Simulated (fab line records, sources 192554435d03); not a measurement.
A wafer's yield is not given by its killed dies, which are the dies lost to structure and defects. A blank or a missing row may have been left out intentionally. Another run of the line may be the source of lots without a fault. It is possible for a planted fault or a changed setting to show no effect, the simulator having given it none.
Chamber matching | flow n5 finfet | pecvd-01 running N5_BEOL_M5_DEP_56: 3 sister chambers
The step deposits SiCN from 3MS/NH3, target thk 8 nm, time 14 s. 6 wafers are shown with their chamber, then 11 later ones without.

== WAFERS PAIRED WITH THEIR CHAMBERS ==
wafer  | chamber | showerhead plenum p Torr (Torr) | throttle valve pct (%)
L080.3 | 1       | 3.686                           | 9.3
L079.5 | 2       | 3.652                           | 8.5
L091.1 | 0       | 3.676                           | 8.9
L091.4 | 1       | 3.683                           | 8.9
L091.6 | 2       | 3.657                           | 8.7
L090.1 | 0       | 3.679                           | 8.6

== WAFERS WHOSE CHAMBER IS MISSING ==
wafer  | showerhead plenum p Torr (Torr) | throttle valve pct (%)
L090.3 | 3.682                           | 9.1
L090.6 | 3.652                           | 8.7
L092.2 | 3.686                           | 8.7
L092.3 | 3.669                           | 8.8
L092.6 | 3.682                           | 8.9
L094.3 | 3.663                           | 8.4
L094.5 | 3.683                           | 9.4
L094.6 | 3.690                           | 8.7
L097.1 | 3.678                           | 9.1
L097.3 | 3.683                           | 8.2
L097.4 | 3.668                           | 8.9

== WHICH CHAMBER EACH WENT THROUGH ==
wafer  | from the rows above     | in truth
L090.3 | can't be placed: 1 or 0 | 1
L090.6 | 2                       | 2
L092.2 | can't be placed: 1 or 0 | 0
L092.3 | 0                       | 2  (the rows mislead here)
L092.6 | can't be placed: 1 or 0 | 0
L094.3 | 2                       | 2
L094.5 | 1                       | 1
L094.6 | can't be placed: 1 or 0 | 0
L097.1 | can't be placed: 0 or 1 | 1
L097.3 | can't be placed: 0 or 1 | 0
L097.4 | can't be placed: 0 or 2 | 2
Placed correctly: 3 of 11. Can't be placed from these rows: 7 (the true chamber is among the candidates in 7). Placed wrongly: 1.
How it was worked out, from the rows above alone: a wafer's distance from a chamber is the root of the sum, over the readings, of the square of ((its reading less the chamber's mean) divided by the reading's scatter). If the next closest chamber is less than 2 further off than the closest, the wafer can't be placed; otherwise it belongs to the closest. The mean given for a chamber averages the wafers shown for that chamber. The scatter: take each reading less its chamber's mean, square it, sum over the shown wafers, divide by the number of wafers less the number of chambers, and take the root.
